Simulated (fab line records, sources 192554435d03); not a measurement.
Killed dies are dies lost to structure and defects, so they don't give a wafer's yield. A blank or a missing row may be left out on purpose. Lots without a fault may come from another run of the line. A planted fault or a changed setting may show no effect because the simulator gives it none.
fab line records | flow n5_finfet
record lots=7 wafers=18 last_day=18
route steps=1938 shown BEOL_M6@1224
lots that met no fault: from a run of the same line without faults
start_h: hours from the record's first day to the start of the lot's first wafer shown | wait_h: hours since the lot's step before | " the same as in the row above | L1.1+2: a row that stands for several wafers | - no value, or no start given | * or withheld: withheld | < > ~ a bound
route shown NAME@n: a module of which the file shows steps, and the number in the route of the first | usual: mean/standard deviation of fault-free wafers | same: alike in all rows | chamber/n: place in a boat | sites: the reading at each site | _std_site: their standard deviation | _edge_site: outer sites' mean less inner sites' | radius_mm: how far each site lies from the wafer's centre | mask NAME#n: copy n | behind: the tool/chamber that last shaped the wafer | hold: why the lot was held/for how many hours/how that ended | device: the transistor (n, p or np) that didn't switch | end of line: the same wafers' tests at the end of the route | a step without rows: its recipe alone | killed: dies lost to structure and defects at the first sort, not the wafer's yield | map: a wafer's dies, x killed, . not, _ none there
set.NAME: the setting as run; set.NAME@STEP: as run at that earlier step | model.NAME: the simulator's own value behind a step, which no gauge read
lots at some steps of the route; a table a step, a row a wafer
services: from which hour (start_h, from the record's first day; less than 0 if before it) a tool's chamber was out of use, for how many hours, and why
## steps
# step N5_BEOL_M6_EXPOSE_25
# recipe mask_id=V5 na=0.33 source_shape=annular sigma_inner=0.4 sigma_outer=0.8 polarization=unpolarized target_cd_nm=40 dose_mj=45
# step N5_BEOL_M6_PEB_26
# recipe peb_temp_c=100 peb_time_s=60 resist=CAR-EUV
# step N5_BEOL_M6_DEVELOP_27
# recipe develop_time_s=30 developer=TMAH resist=CAR-EUV rinse_liquid=surfactant_rinse dry=air_spin dev_temp_c=23
# step N5_BEOL_M6_CD_MEAS_28
# recipe target_cd_nm=40 landing_energy_ev=500 detector=se_inlens
# usual cd_nm=39.98/0.25
# columns lot.wafer tool chamber start_h wait_h cd_nm
L133.2 cd_sem-01 0 230.07 - 40.13
L133.4 " 0 " " 40.26
L133.6 " 0 " " 39.84
L136.1 cd_sem-01 0 252.57 - 39.85
L136.3 " 0 " " 39.81
L136.4 " 0 " " 39.68
L137.2 cd_sem-01 0 272.18 - 40.34
L137.3 " 0 " " 40.22
L138.2 cd_sem-03 0 277.15 - 39.82
L138.3 " 0 " " 40.09
L142.3 cd_sem-03 0 285.75 - 40.11
L142.6 " 0 " " 40.62
L145.4 cd_sem-02 0 305.84 - 39.58
L145.5 " 0 " " 39.70
L145.6 " 0 " " 39.85
L146.1 cd_sem-02 0 330.73 - 40.11
L146.2 " 0 " " 39.96
L146.5 " 0 " " 39.76
# step N5_BEOL_M6_OVL_MEAS_29
# recipe points_per_wafer=522
# usual V5_OVL=0.0/0.59
# same points_per_wafer=522
# columns lot.wafer tool chamber start_h wait_h V5_OVL[nm]
L133.2 overlay-02 0 230.11 0.0 -1.0
L133.4 " 0 " " -0.4
L133.6 " 0 " " -1.1
L136.1 overlay-01 0 252.60 0.0 0.6
L136.3 " 0 " " -0.1
L136.4 " 0 " " -0.4
L137.2 overlay-02 0 272.21 0.0 -1.1
L137.3 " 0 " " 0.5
L138.2 overlay-01 0 277.18 0.0 1.0
L138.3 " 0 " " 0.2
L142.3 overlay-01 0 285.79 0.0 -0.6
L142.6 " 0 " " -0.2
L145.4 overlay-01 0 305.88 0.0 1.5
L145.5 " 0 " " 0.1
L145.6 " 0 " " 1.1
L146.1 overlay-01 0 330.76 0.0 0.6
L146.2 " 0 " " 0.2
L146.5 " 0 " " 0.7
# step N5_BEOL_M6_INSPECT_30
# recipe mode=adi inspect_instrument=brightfield
# usual raw_defect_count=406/94
# columns lot.wafer tool chamber start_h wait_h raw_defect_count
L133.2 defect_inspect-01 - 230.16 0.0 480
L133.4 " - " " 388
L133.6 " - " " 470
L136.1 defect_inspect-02 - 252.66 0.1 304
L136.3 " - " " 386
L136.4 " - " " 285
L137.2 defect_inspect-02 - 272.27 0.0 385
L137.3 " - " " 275
L138.2 defect_inspect-02 - 277.24 0.0 520
L138.3 " - " " 468
L142.3 defect_inspect-02 - 285.84 0.0 373
L142.6 " - " " 350
L145.4 defect_inspect-02 - 305.92 0.0 481
L145.5 " - " " 530
L145.6 " - " " 435
L146.1 defect_inspect-02 - 330.81 0.1 299
L146.2 " - " " 382
L146.5 " - " " 285
# step N5_BEOL_M6_DESCUM_33
# recipe chemistry=O2 time_s=7 source_power_w=50 bias_power_w=20 pressure_mtorr=20 rf_frequency_hz=2.712e+07 temp_c=40 resist=CAR-EUV o2_flow_sccm=225
# usual drypump_motor_current_A=5.8/0.34 oes_product_au=0.79/0.07 rf_vpp_V=242.9/1.6 showerhead_plenum_p_Torr=2.08/0.073 throttle_valve_pct=20.43/0.26
# columns lot.wafer tool chamber start_h wait_h drypump_motor_current_A oes_product_au rf_hours_counter_h rf_vpp_V showerhead_plenum_p_Torr throttle_valve_pct
L133.2 rie_diel-03 2 230.19 0.0 5.5 0.75 160 244.9 2.19 20.87
L133.4 " 3 " " 5.9 0.75 183 240.5 2.00 20.63
L133.6 " 1 " " 6.3 0.90 - 242.4 2.04 20.03
L136.1 rie_diel-01 2 254.16 1.5 6.2 0.68 236 241.7 2.07 20.42
L136.3 " 3 " " 5.7 0.75 150 241.6 2.01 20.68
L136.4 " 0 " " 6.1 0.79 - 241.6 2.02 20.19
L137.2 rie_diel-01 3 272.30 0.0 5.7 0.74 157 241.9 2.01 20.70
L137.3 " 0 " " 6.0 0.78 134 242.1 2.02 20.22
L138.2 rie_diel-01 1 277.27 0.0 5.9 0.93 7 242.1 2.06 20.17
L138.3 " 0 " " 6.1 0.77 136 241.9 2.02 20.20
L142.3 rie_diel-01 0 285.87 0.0 6.1 0.78 139 241.5 2.02 20.21
L142.6 " 3 " " 5.7 0.74 - 242.9 2.00 20.70
L145.4 rie_diel-03 3 306.24 0.3 5.9 0.72 212 240.8 1.99 20.67
L145.5 " 0 " " 5.1 0.85 - 242.5 2.03 20.29
L145.6 " 1 " " 6.3 0.85 - 244.1 2.03 20.06
L146.1 rie_diel-04 2 330.90 0.1 5.6 0.71 229 243.8 2.14 20.83
L146.2 " 0 " " 5.5 0.81 120 241.2 2.02 20.17
L146.5 " 2 " " 5.6 0.71 - 243.3 2.14 20.85
# step N5_BEOL_M6_ETCH_72
# recipe chemistry=N2/H2 target=underlayer target_depth_a=65 mask_material=CAR-EUV time_s=5.2 ion_energy_ev=200 pressure_mtorr=30 source_w=840 bias_w=150 n2_flow_sccm=200 h2_flow_sccm=200 ends=cleared
# usual drypump_motor_current_A=5.8/0.34 etch_rf_on_time_s=5.20/0.093 oes_product_au=0.67/0.06 rf_vpp_V=523.4/3 showerhead_plenum_p_Torr=2.52/0.092 throttle_valve_pct=17.86/0.25
# columns lot.wafer tool chamber start_h wait_h drypump_motor_current_A etch_rf_on_time_s oes_product_au rf_hours_counter_h rf_vpp_V showerhead_plenum_p_Torr throttle_valve_pct
L133.2 rie_diel-03 2 230.23 0.0 5.5 5.20 0.63 160 526.1 2.65 18.13
L133.4 " 3 " " 5.9 5.27 0.64 183 520.3 2.43 18.20
L133.6 " 1 " " 6.3 5.25 0.76 - 522.8 2.49 17.47
L136.1 rie_diel-01 2 254.19 0.0 6.2 5.40 0.58 236 522.7 2.51 17.87
L136.3 " 3 " " 5.7 5.03 0.64 150 520.7 2.44 18.08
L136.4 " 0 " " 6.1 5.15 0.68 - 517.4 2.44 17.66
L137.2 rie_diel-01 3 272.34 0.0 5.8 5.11 0.64 157 522.1 2.44 18.10
L137.3 " 0 " " 6.1 5.20 0.67 134 522.0 2.44 17.66
L138.2 rie_diel-01 1 277.30 0.0 6.0 5.17 0.80 7 521.5 2.50 17.46
L138.3 " 0 " " 6.1 5.27 0.67 136 520.1 2.44 17.66
L142.3 rie_diel-01 0 285.90 0.0 6.0 5.17 0.67 139 519.6 2.44 17.65
L142.6 " 3 " " 5.7 5.08 0.64 - 521.7 2.43 18.10
L145.4 rie_diel-03 3 306.27 0.0 5.9 5.21 0.61 212 520.3 2.42 18.23
L145.5 " 0 " " 5.1 5.19 0.72 - 522.4 2.48 17.79
L145.6 " 1 " " 6.3 5.23 0.72 - 521.3 2.48 17.54
L146.1 rie_diel-04 2 330.94 0.0 5.6 5.27 0.60 229 528.2 2.61 18.25
L146.2 " 0 " " 5.5 5.07 0.69 120 523.7 2.45 17.57
L146.5 " 2 " " 5.6 5.31 0.61 - 525.0 2.61 18.30
# step N5_BEOL_M6_ETCH_65
# recipe chemistry=CF4 target=SiARC target_depth_a=156 mask_material=CAR-EUV time_s=26 ion_energy_ev=80 pressure_mtorr=40 source_w=545 bias_w=36 Ar_flow_sccm=100 cf4_flow_sccm=100 ends=cleared
# usual drypump_motor_current_A=5.8/0.34 etch_rf_on_time_s=26.0/0.51 oes_product_au=0.67/0.06 rf_vpp_V=183.9/1.2 showerhead_plenum_p_Torr=2.13/0.075 throttle_valve_pct=15.61/0.27
# columns lot.wafer tool chamber start_h wait_h drypump_motor_current_A etch_rf_on_time_s oes_product_au rf_hours_counter_h rf_vpp_V showerhead_plenum_p_Torr throttle_valve_pct
L133.2 rie_diel-03 2 230.25 0.0 5.5 26.1 0.64 160 184.7 2.22 15.97
L133.4 " 3 " " 5.9 25.8 0.63 183 185.1 2.06 15.87
L133.6 " 1 " " 6.4 25.6 0.77 - 181.8 2.10 15.21
L136.1 rie_diel-01 2 254.21 0.0 6.2 26.4 0.58 236 184.1 2.11 15.61
L136.3 " 3 " " 5.7 24.9 0.65 150 183.8 2.06 15.85
L136.4 " 0 " " 6.1 25.7 0.68 - 183.2 2.06 15.32
L137.2 rie_diel-01 3 272.35 0.0 5.7 25.1 0.65 157 183.8 2.06 15.85
L137.3 " 0 " " 6.1 26.2 0.67 134 183.7 2.06 15.32
L138.2 rie_diel-01 1 277.32 0.0 5.9 25.4 0.82 7 183.1 2.10 15.26
L138.3 " 0 " " 6.1 26.1 0.67 136 184.0 2.06 15.32
L142.3 rie_diel-01 0 285.92 0.0 6.1 26.1 0.66 139 182.6 2.05 15.35
L142.6 " 3 " " 5.8 25.2 0.64 - 183.0 2.06 15.87
L145.4 rie_diel-03 3 306.29 0.0 5.9 26.4 0.62 212 183.2 2.05 15.92
L145.5 " 0 " " 5.1 25.9 0.73 - 183.8 2.09 15.52
L145.6 " 1 " " 6.3 26.0 0.72 - 183.0 2.09 15.29
L146.1 rie_diel-04 2 330.95 0.0 5.6 26.5 0.60 229 184.6 2.20 16.13
L146.2 " 0 " " 5.5 25.4 0.68 120 181.7 2.07 15.37
L146.5 " 2 " " 5.6 26.5 0.60 - 184.7 2.20 16.13
# step N5_BEOL_M6_ETCH_66
# recipe chemistry=N2/H2 target=SOC target_depth_a=800 overetch_a=160 mask_material=SiARC temp_c=40 time_s=120 ion_energy_ev=200 pressure_mtorr=30 source_w=840 bias_w=150 n2_flow_sccm=200 h2_flow_sccm=200
# usual drypump_motor_current_A=5.8/0.34 oes_product_au=0.60/0.051 rf_vpp_V=523.3/2.6 showerhead_plenum_p_Torr=2.52/0.092 throttle_valve_pct=17.82/0.25
# columns lot.wafer tool chamber start_h wait_h drypump_motor_current_A oes_product_au rf_hours_counter_h rf_vpp_V showerhead_plenum_p_Torr throttle_valve_pct
L133.2 rie_diel-03 2 230.27 0.0 5.5 0.58 160 526.7 2.65 18.11
L133.4 " 3 " " 6.0 0.57 183 519.0 2.43 18.17
L133.6 " 1 " " 6.3 0.69 - 523.0 2.49 17.45
L136.1 rie_diel-01 2 254.24 0.0 6.2 0.53 236 524.1 2.51 17.83
L136.3 " 3 " " 5.7 0.57 150 521.1 2.44 18.05
L136.4 " 0 " " 6.0 0.61 - 521.7 2.44 17.62
L137.2 rie_diel-01 3 272.38 0.0 5.7 0.57 157 521.1 2.44 18.06
L137.3 " 0 " " 6.1 0.60 134 520.4 2.44 17.61
L138.2 rie_diel-01 1 277.35 0.0 5.9 0.72 7 523.7 2.50 17.47
L138.3 " 0 " " 6.1 0.60 136 521.5 2.44 17.62
L142.3 rie_diel-01 0 285.95 0.0 6.1 0.60 139 521.1 2.44 17.62
L142.6 " 3 " " 5.7 0.56 - 521.2 2.43 18.06
L145.4 rie_diel-03 3 306.32 0.0 5.9 0.55 212 519.9 2.42 18.20
L145.5 " 0 " " 5.1 0.65 - 521.9 2.48 17.76
L145.6 " 1 " " 6.3 0.64 - 521.6 2.48 17.49
L146.1 rie_diel-04 2 330.98 0.0 5.6 0.55 229 525.6 2.61 18.24
L146.2 " 0 " " 5.5 0.61 120 522.0 2.45 17.54
L146.5 " 2 " " 5.6 0.55 - 527.5 2.61 18.22
# step N5_BEOL_M6_STRIP_69
# recipe chemistry=N2/H2 temp_c=40 n2_flow_sccm=200 h2_flow_sccm=200 rf_frequency_hz=6e+07
# step N5_BEOL_M6_STRIP_73
# recipe chemistry=N2/H2 temp_c=40 n2_flow_sccm=200 h2_flow_sccm=200 rf_frequency_hz=6e+07
# step N5_BEOL_M6_VIA_ETCH_34
# recipe chemistry=C4F6/O2 target=SiCOH_lowk target_depth_a=1263 mask_material=SOC taper_deg=4 time_s=50.9 ion_energy_ev=250 pressure_mtorr=30 source_w=345 bias_w=185 Ar_flow_sccm=300 C4F6_flow_sccm=10 O2_flow_sccm=10
# usual O2_flow_sccm=10.00/0.031 drypump_motor_current_A=5.8/0.34 oes_product_au=0.78/0.072 rf_vpp_V=666/7.1 showerhead_plenum_p_Torr=2.83/0.1 throttle_valve_pct=20.88/0.28
# columns lot.wafer tool chamber start_h wait_h O2_flow_sccm drypump_motor_current_A oes_product_au rf_hours_counter_h rf_vpp_V showerhead_plenum_p_Torr throttle_valve_pct model.etch.depth_nm model.SOC_of_BEOL_M6_COAT_63.thk_nm
L133.2 rie_diel-03 2 230.38 0.0 9.95 5.5 0.75 160 664 2.95 21.24 126.6 54
L133.4 " 3 " " 10.00 5.9 0.75 183 656 2.73 21.13 126.1 54.2
L133.6 " 1 " " 10.03 6.4 0.90 - 657 2.79 20.51 128.7 54
L136.1 rie_diel-01 2 254.34 0.0 9.99 6.2 0.68 236 667 2.81 20.85 122.5 54
L136.3 " 3 " " 9.99 5.7 0.74 150 661 2.73 21.10 127.5 53.8
L136.4 " 0 " " 9.95 6.1 0.79 - 669 2.73 20.54 125.2 53.8
L137.2 rie_diel-01 3 272.48 0.0 10.01 5.8 0.74 157 660 2.73 21.10 127.3 54.2
L137.3 " 0 " " 10.01 6.0 0.67 134 669 2.73 20.51 96.28 55.6
L138.2 rie_diel-01 1 277.45 0.0 9.97 6.0 0.94 7 665 2.79 20.53 127.9 53.6
L138.3 " 0 " " 10.01 6.1 0.67 136 670 2.73 20.49 95.98 55.2
L142.3 rie_diel-01 0 286.05 0.0 10.04 6.1 0.66 139 668 2.72 20.52 95.66 55.6
L142.6 " 3 " " 9.99 5.8 0.63 - 660 2.72 21.06 98.59 55.4
L145.4 rie_diel-03 3 306.42 0.0 9.98 5.9 0.73 212 655 2.72 21.17 125.9 53.8
L145.5 " 0 " " 10.03 5.1 0.87 - 674 2.77 20.79 128.8 53.8
L145.6 " 1 " " 9.97 6.4 0.85 - 658 2.77 20.56 127.6 53.6
L146.1 rie_diel-04 2 331.08 0.0 10.05 5.6 0.71 229 665 2.92 21.40 124.3 54
L146.2 " 0 " " 9.94 5.5 0.79 120 657 2.75 20.62 127.3 53.8
L146.5 " 2 " " 10.06 5.6 0.71 - 667 2.92 21.37 123.9 54
# step N5_BEOL_M6_STRIP_76
# recipe chemistry=C4F6/O2 resist=SiARC rf_frequency_hz=6e+07
## services
# columns tool chamber start_h hours kind
rie_diel-04 1 209.09 6.8 repair
rie_diel-03 2 212.85 15.3 repair
rie_diel-04 - 240.08 14.6 pm
rie_diel-01 1 244.09 - clean
rie_diel-01 1 244.09 - consumable_replace:focus_ring
rie_diel-01 1 244.09 13.9 scheduled_down
rie_diel-01 1 244.09 13.9 vent_cycle
rie_diel-01 2 290.57 - clean
rie_diel-01 2 290.57 - consumable_replace:focus_ring
rie_diel-01 2 290.57 21.6 scheduled_down
rie_diel-01 2 290.57 21.6 vent_cycle
## key
first_sign none at tools or gauges
model_effect step=N5_BEOL_M6_VIA_ETCH_34 value=etch.depth_nm without=126.2 struck=96.63
met_at N5_BEOL_M6_VIA_ETCH_34
struck_wafers L137.3,L138.3,L142.3,L142.6
sort_left_out L137.3,L138.3,L142.3,L142.6
onset_between 254.34 272.48
fault kind=process_parameter_drift tool=rie_diel-01 chamber=- onset_h=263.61 steps=N5_BEOL_M6_VIA_ETCH_34 channel=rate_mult offset=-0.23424 shape=step end_h=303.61 scope=struck_wafers_only
# sort_left_out: the simulated sort isn't trusted on such a fault, so these wafers' sort isn't shown, and their yield isn't known
